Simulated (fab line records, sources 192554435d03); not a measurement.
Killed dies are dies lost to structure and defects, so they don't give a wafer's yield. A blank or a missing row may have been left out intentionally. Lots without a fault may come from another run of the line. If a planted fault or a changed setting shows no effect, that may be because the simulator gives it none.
Lot-split experiment :: flow n5_finfet :: 7 lots, 39 wafers read, on a route of 1938 steps

ABOUT THE SPLIT
At N5_BEOL_M7_DESCUM_33 (chemistry O2, time 7 s), the setting time_s was moved away from the recipe's 7 s on 15 of the 39 wafers read, by -18.8% to +51.1%. The other wafers ran this setting at the recipe's value.

FROM THE SPLIT ON TO THE READING: in between, the file shows 1 step
- N5_BEOL_M7_ETCH_72: etches underlayer in N2/H2, target depth 6.5 nm, time 5.2 s

THE READING
CAR-EUV_of_BEOL_M7_COAT_22.thk_nm (the simulator's own value, which no gauge read), in nm, at N5_BEOL_M7_ETCH_65 (etches SiARC in CF4, target depth 15.6 nm, time 26 s). There is no usual value for it anywhere in the file. Average 11.2 nm, standard deviation 0.07 nm, over the 24 wafers here run with the recipe.

wafer: L076.3
tool, chamber at the split: rie_diel-05, 0,2
time_s as run, s: 7
against the recipe: recipe
CAR-EUV_of_BEOL_M7_COAT_22.thk_nm, nm: 11.2
against lot-mates on the recipe: -

wafer: L076.4
tool, chamber at the split: rie_diel-05, 0,2
time_s as run, s: 7
against the recipe: recipe
CAR-EUV_of_BEOL_M7_COAT_22.thk_nm, nm: 11.2
against lot-mates on the recipe: -

wafer: L076.5
tool, chamber at the split: rie_diel-05, 3
time_s as run, s: 7
against the recipe: recipe
CAR-EUV_of_BEOL_M7_COAT_22.thk_nm, nm: 11.2
against lot-mates on the recipe: -

wafer: L080.1
tool, chamber at the split: rie_diel-05, 3,1,1
time_s as run, s: 7
against the recipe: recipe
CAR-EUV_of_BEOL_M7_COAT_22.thk_nm, nm: 11.2
against lot-mates on the recipe: -

wafer: L080.2
tool, chamber at the split: rie_diel-05, 3,1,1
time_s as run, s: 7
against the recipe: recipe
CAR-EUV_of_BEOL_M7_COAT_22.thk_nm, nm: 11.2
against lot-mates on the recipe: -

wafer: L080.6
tool, chamber at the split: rie_diel-05, 3,1,1
time_s as run, s: 7
against the recipe: recipe
CAR-EUV_of_BEOL_M7_COAT_22.thk_nm, nm: 11.2
against lot-mates on the recipe: -

wafer: L080.3
tool, chamber at the split: rie_diel-05, 0,2,0
time_s as run, s: 9.708
against the recipe: +38.7%
CAR-EUV_of_BEOL_M7_COAT_22.thk_nm, nm: 10
against lot-mates on the recipe: -1.2

wafer: L080.5
tool, chamber at the split: rie_diel-05, 0,2,0
time_s as run, s: 9.708
against the recipe: +38.7%
CAR-EUV_of_BEOL_M7_COAT_22.thk_nm, nm: 10
against lot-mates on the recipe: -1.2

wafer: L080.4
tool, chamber at the split: rie_diel-05, 0,2,0
time_s as run, s: 9.708
against the recipe: +38.7%
CAR-EUV_of_BEOL_M7_COAT_22.thk_nm, nm: 9.8
against lot-mates on the recipe: -1.4

wafer: L081.1
tool, chamber at the split: rie_diel-04, 2,0,3
time_s as run, s: 8.783
against the recipe: +25.5%
CAR-EUV_of_BEOL_M7_COAT_22.thk_nm, nm: 10.2
against lot-mates on the recipe: -1.0

wafer: L081.3
tool, chamber at the split: rie_diel-04, 2,0,3
time_s as run, s: 8.783
against the recipe: +25.5%
CAR-EUV_of_BEOL_M7_COAT_22.thk_nm, nm: 10.2
against lot-mates on the recipe: -1.0

wafer: L081.2
tool, chamber at the split: rie_diel-04, 3,2,0
time_s as run, s: 7
against the recipe: recipe
CAR-EUV_of_BEOL_M7_COAT_22.thk_nm, nm: 11.2
against lot-mates on the recipe: -

wafer: L081.4
tool, chamber at the split: rie_diel-04, 3,2,0
time_s as run, s: 7
against the recipe: recipe
CAR-EUV_of_BEOL_M7_COAT_22.thk_nm, nm: 11.2
against lot-mates on the recipe: -

wafer: L081.6
tool, chamber at the split: rie_diel-04, 3,2,0
time_s as run, s: 7
against the recipe: recipe
CAR-EUV_of_BEOL_M7_COAT_22.thk_nm, nm: 11.2
against lot-mates on the recipe: -

wafer: L081.5
tool, chamber at the split: rie_diel-04, 2,0,3
time_s as run, s: 8.783
against the recipe: +25.5%
CAR-EUV_of_BEOL_M7_COAT_22.thk_nm, nm: 10.4
against lot-mates on the recipe: -0.8

wafer: L089.1
tool, chamber at the split: rie_diel-06, 2,1,2
time_s as run, s: 7
against the recipe: recipe
CAR-EUV_of_BEOL_M7_COAT_22.thk_nm, nm: 11.2
against lot-mates on the recipe: -

wafer: L089.4
tool, chamber at the split: rie_diel-06, 2,1,2
time_s as run, s: 7
against the recipe: recipe
CAR-EUV_of_BEOL_M7_COAT_22.thk_nm, nm: 11.2
against lot-mates on the recipe: -

wafer: L089.5
tool, chamber at the split: rie_diel-06, 2,1,2
time_s as run, s: 7
against the recipe: recipe
CAR-EUV_of_BEOL_M7_COAT_22.thk_nm, nm: 11.2
against lot-mates on the recipe: -

wafer: L089.2
tool, chamber at the split: rie_diel-06, 3,0,1
time_s as run, s: 9.997
against the recipe: +42.8%
CAR-EUV_of_BEOL_M7_COAT_22.thk_nm, nm: 9.6
against lot-mates on the recipe: -1.6

wafer: L089.6
tool, chamber at the split: rie_diel-06, 3,0,1
time_s as run, s: 9.997
against the recipe: +42.8%
CAR-EUV_of_BEOL_M7_COAT_22.thk_nm, nm: 9.6
against lot-mates on the recipe: -1.6

wafer: L089.3
tool, chamber at the split: rie_diel-06, 3,0,1
time_s as run, s: 9.997
against the recipe: +42.8%
CAR-EUV_of_BEOL_M7_COAT_22.thk_nm, nm: 9.8
against lot-mates on the recipe: -1.4

wafer: L091.1
tool, chamber at the split: rie_diel-06, 0
time_s as run, s: 7
against the recipe: recipe
CAR-EUV_of_BEOL_M7_COAT_22.thk_nm, nm: 11.2
against lot-mates on the recipe: -

wafer: L091.2
tool, chamber at the split: rie_diel-06, 2
time_s as run, s: 7
against the recipe: recipe
CAR-EUV_of_BEOL_M7_COAT_22.thk_nm, nm: 11.4
against lot-mates on the recipe: -

wafer: L091.4
tool, chamber at the split: rie_diel-06, 0
time_s as run, s: 7
against the recipe: recipe
CAR-EUV_of_BEOL_M7_COAT_22.thk_nm, nm: 11.4
against lot-mates on the recipe: -

wafer: L091.3
tool, chamber at the split: rie_diel-06, 3
time_s as run, s: 5.685
against the recipe: -18.8%
CAR-EUV_of_BEOL_M7_COAT_22.thk_nm, nm: 11.8
against lot-mates on the recipe: +0.5

wafer: L091.5
tool, chamber at the split: rie_diel-06, 3
time_s as run, s: 5.685
against the recipe: -18.8%
CAR-EUV_of_BEOL_M7_COAT_22.thk_nm, nm: 11.8
against lot-mates on the recipe: +0.5

wafer: L091.6
tool, chamber at the split: rie_diel-06, 2
time_s as run, s: 5.685
against the recipe: -18.8%
CAR-EUV_of_BEOL_M7_COAT_22.thk_nm, nm: 12
against lot-mates on the recipe: +0.7

wafer: L095.1
tool, chamber at the split: rie_diel-06, 3
time_s as run, s: 10.58
against the recipe: +51.1%
CAR-EUV_of_BEOL_M7_COAT_22.thk_nm, nm: 9.4
against lot-mates on the recipe: -1.8

wafer: L095.5
tool, chamber at the split: rie_diel-06, 1,0
time_s as run, s: 10.58
against the recipe: +51.1%
CAR-EUV_of_BEOL_M7_COAT_22.thk_nm, nm: 9.4
against lot-mates on the recipe: -1.8

wafer: L095.6
tool, chamber at the split: rie_diel-06, 1,0
time_s as run, s: 10.58
against the recipe: +51.1%
CAR-EUV_of_BEOL_M7_COAT_22.thk_nm, nm: 9.4
against lot-mates on the recipe: -1.8

wafer: L095.2
tool, chamber at the split: rie_diel-06, 1,2,0
time_s as run, s: 7
against the recipe: recipe
CAR-EUV_of_BEOL_M7_COAT_22.thk_nm, nm: 11.2
against lot-mates on the recipe: -

wafer: L095.3
tool, chamber at the split: rie_diel-06, 1,2,0
time_s as run, s: 7
against the recipe: recipe
CAR-EUV_of_BEOL_M7_COAT_22.thk_nm, nm: 11.2
against lot-mates on the recipe: -

wafer: L095.4
tool, chamber at the split: rie_diel-06, 1,2,0
time_s as run, s: 7
against the recipe: recipe
CAR-EUV_of_BEOL_M7_COAT_22.thk_nm, nm: 11.2
against lot-mates on the recipe: -

wafer: L094.1
tool, chamber at the split: rie_diel-04, 0,3,1,2,1
time_s as run, s: 7
against the recipe: recipe
CAR-EUV_of_BEOL_M7_COAT_22.thk_nm, nm: 11.2
against lot-mates on the recipe: -

wafer: L094.2
tool, chamber at the split: rie_diel-04, 0,3,1,2,1
time_s as run, s: 7
against the recipe: recipe
CAR-EUV_of_BEOL_M7_COAT_22.thk_nm, nm: 11.2
against lot-mates on the recipe: -

wafer: L094.4
tool, chamber at the split: rie_diel-04, 0,3,1,2,1
time_s as run, s: 7
against the recipe: recipe
CAR-EUV_of_BEOL_M7_COAT_22.thk_nm, nm: 11.2
against lot-mates on the recipe: -

wafer: L094.5
tool, chamber at the split: rie_diel-04, 0,3,1,2,1
time_s as run, s: 7
against the recipe: recipe
CAR-EUV_of_BEOL_M7_COAT_22.thk_nm, nm: 11.2
against lot-mates on the recipe: -

wafer: L094.6
tool, chamber at the split: rie_diel-04, 2
time_s as run, s: 7
against the recipe: recipe
CAR-EUV_of_BEOL_M7_COAT_22.thk_nm, nm: 11.2
against lot-mates on the recipe: -

wafer: L094.3
tool, chamber at the split: rie_diel-04, 0,3,1,2,1
time_s as run, s: 7
against the recipe: recipe
CAR-EUV_of_BEOL_M7_COAT_22.thk_nm, nm: 11
against lot-mates on the recipe: -
Rows listing several chambers each stand for several wafers; the file does not say which wafer went through which chamber.

FIT RESULTS
A straight line over all 39 wafers: CAR-EUV_of_BEOL_M7_COAT_22.thk_nm changes by -0.0351 nm for each +1% of time_s; r = -0.99; the points scatter about the line by 0.083 nm.
The same after taking each lot's own level away (the mean of its wafers on the recipe; 39 wafers): -0.0343 nm for each +1%; r = -0.99; scatter 0.079 nm.
That fit puts the effect of the largest move of time_s on the reading at 1.8 nm.
The span of the lots' own levels, 11.17 to 11.33 nm, comes to 2.4 times the standard deviation stated above.
The two slopes are in agreement: the lot-to-lot level therefore moves the slope only a little.
Check: with one of the wafers moved furthest among these (+51.1%) left out of the fit, the line predicts -1.77 nm for it against its lot-mates. It came out at -1.8 nm against them.

THE OTHER SPLITS THESE WAFERS WENT THROUGH
Other splits were also applied to these wafers ahead of the reading. Each is held against what the fit with the lots' levels taken away leaves over:
other split on the same wafers: N5_FIN_SAQP_ETCH_65 time_s
wafers away from the commonest value: 12
r with CAR-EUV_of_BEOL_M7_COAT_22.thk_nm (lot level and that fit taken away): -0.13

other split on the same wafers: N5_SD_EPI_P_EPI_21 time_s
wafers away from the commonest value: 18
r with CAR-EUV_of_BEOL_M7_COAT_22.thk_nm (lot level and that fit taken away): +0.06

other split on the same wafers: N5_HKMG_FIN_ALD_21 ald_cycles
wafers away from the commonest value: 15
r with CAR-EUV_of_BEOL_M7_COAT_22.thk_nm (lot level and that fit taken away): +0.27

other split on the same wafers: N5_MOL_CONTACT_COAG_ALD_133 ald_cycles
wafers away from the commonest value: 15
r with CAR-EUV_of_BEOL_M7_COAT_22.thk_nm (lot level and that fit taken away): -0.22

other split on the same wafers: N5_BEOL_M2_DESCUM_16 time_s
wafers away from the commonest value: 12
r with CAR-EUV_of_BEOL_M7_COAT_22.thk_nm (lot level and that fit taken away): -0.04

other split on the same wafers: N5_BEOL_M5_ILD_DEP_00 target_thk_a
wafers away from the commonest value: 18
r with CAR-EUV_of_BEOL_M7_COAT_22.thk_nm (lot level and that fit taken away): +0.41

THE WHOLE CHAIN: every reading that the file lists as answering this split, in the file's order
step: N5_BEOL_M7_DESCUM_33
what it does: chemistry O2, time 7 s
reading: CAR-EUV_of_BEOL_M7_COAT_22.thk_nm (the simulator's own value, which no gauge read)
change (the file's fit): -0.0367 nm for each +1% of the setting
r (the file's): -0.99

step: N5_BEOL_M7_ETCH_72
what it does: etches underlayer in N2/H2, target depth 6.5 nm, time 5.2 s
reading: CAR-EUV_of_BEOL_M7_COAT_22.thk_nm (the simulator's own value, which no gauge read)
change (the file's fit): -0.0344 nm for each +1% of the setting
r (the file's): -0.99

step: N5_BEOL_M7_ETCH_65
what it does: etches SiARC in CF4, target depth 15.6 nm, time 26 s
reading: CAR-EUV_of_BEOL_M7_COAT_22.thk_nm (the simulator's own value, which no gauge read)
change (the file's fit): -0.0346 nm for each +1% of the setting
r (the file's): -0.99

FILE'S OWN FIT
CAR-EUV_of_BEOL_M7_COAT_22.thk_nm changes by -0.0346 nm for each +1% of time_s, r = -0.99.
